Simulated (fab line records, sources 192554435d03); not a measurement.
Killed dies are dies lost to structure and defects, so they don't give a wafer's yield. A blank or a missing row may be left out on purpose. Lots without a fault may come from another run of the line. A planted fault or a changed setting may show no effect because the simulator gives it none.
Split-lot experiment | flow n5_finfet | 7 lots, 21 wafers read, on a route of 1938 steps

THE SPLIT
At N5_WELL_APT_EXPOSE_05 (exposes mask NWELL, defocus 0 nm, target cd 200 nm), the setting dose_mj was moved away from the recipe's 20.3 on 5 of the 21 wafers read, by -5.3% to +6.8%. The other wafers ran this setting at the recipe's value.

FROM THE SPLIT TO THE READING: what the file shows between them, 3 steps
- N5_WELL_APT_PEB_06: peb time 90 s (also split here: peb_time_s)
- N5_WELL_APT_DEVELOP_07: develop time 45 s
- N5_WELL_APT_HARDBAKE_12: time 120 s

THE READING
cd_nm, in nm, at N5_WELL_APT_CD_MEAS_08 (target cd 200 nm). Fault-free wafers of this fab line usually give 199.8 nm, standard deviation 1.8 nm.

wafer  | tool, chamber at the split | dose_mj as run | against the recipe | cd_nm, nm | against lot-mates on the recipe
L075.1 | krf_scanner-01, 0          | 20.3           | recipe             | 200.1     | -
L075.2 | krf_scanner-01, 0          | 20.3           | recipe             | 199.3     | -
L075.5 | krf_scanner-01, 0          | 20.3           | recipe             | 198.2     | -
L080.1 | krf_scanner-01, 0          | 20.3           | recipe             | 197.3     | -
L080.3 | krf_scanner-01, 0          | 20.3           | recipe             | 197.6     | -
L080.4 | krf_scanner-01, 0          | 21.69          | +6.8%              | 206.6     | +9.2
L086.2 | krf_scanner-01, 0          | 20.3           | recipe             | 201.8     | -
L086.3 | krf_scanner-01, 0          | 20.3           | recipe             | 199.7     | -
L086.4 | krf_scanner-01, 0          | 20.3           | recipe             | 199.5     | -
L087.1 | krf_scanner-02, 0          | 20.3           | recipe             | 201.4     | -
L087.3 | krf_scanner-02, 0          | 20.3           | recipe             | 206.1     | -
L087.5 | krf_scanner-02, 0          | 20.3           | recipe             | 201.3     | -
L093.1 | krf_scanner-02, 0          | 20.3           | recipe             | 201.3     | -
L093.4 | krf_scanner-02, 0          | 20.3           | recipe             | 199.2     | -
L093.6 | krf_scanner-02, 0          | 19.22          | -5.3%              | 195.3     | -4.9
L095.1 | krf_scanner-02, 0          | 20.69          | +1.9%              | 203.0     | +2.5
L095.4 | krf_scanner-02, 0          | 20.3           | recipe             | 200.5     | -
L095.6 | krf_scanner-02, 0          | 20.69          | +1.9%              | 202.8     | +2.3
L097.1 | krf_scanner-01, 0          | 21.2           | +4.4%              | 205.9     | +8.7
L097.4 | krf_scanner-01, 0          | 20.3           | recipe             | 196.4     | -
L097.5 | krf_scanner-01, 0          | 20.3           | recipe             | 198.1     | -

THE FIT
A straight line over all 21 wafers: cd_nm changes by +1.05 nm for each +1% of dose_mj; r = +0.75; the points scatter about the line by 2.1 nm.
The same after taking each lot's own level away (the mean of its wafers on the recipe; 21 wafers): +1.31 nm for each +1%; r = +0.91; scatter 1.4 nm.
On that fit, the largest move of dose_mj shifts the reading by 9 nm.
The lots' own levels span 197.25 to 202.93 nm, that is 3.2 times the standard deviation above.
So the lot-to-lot level blurs the effect unless lot-mates are compared.
Check: with one of the wafers moved furthest among these (+6.8%) left out of the fit, the line predicts +9.29 nm for it against its lot-mates. It came out at +9.15 nm against them.

OTHER SPLITS ON THESE WAFERS
These wafers also went through other splits before the reading. Each is held against what the fit with the lots' levels taken away leaves over:
other split on the same wafers | wafers away from the commonest value | r with cd_nm (lot level and that fit taken away)
N5_WELL_APT_PEB_06 peb_time_s  | 3                                    | +0.62

THE WHOLE CHAIN: every reading that the file lists as answering this split, in the file's order
step                   | what it does             | reading                                                         | change (the file's fit)              | r (the file's)
N5_WELL_APT_CD_MEAS_08 | target cd 200 nm         | cd_nm                                                           | +1.34 nm for each +1% of the setting | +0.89
N5_WELL_APT_DESCUM_13  | chemistry O2, time 7.9 s | WELL_APT.cd_nm (the simulator's own value, which no gauge read) | +1.39 nm for each +1% of the setting | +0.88

THE FILE'S OWN FIT
cd_nm changes by +1.34 nm for each +1% of dose_mj, r = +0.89.
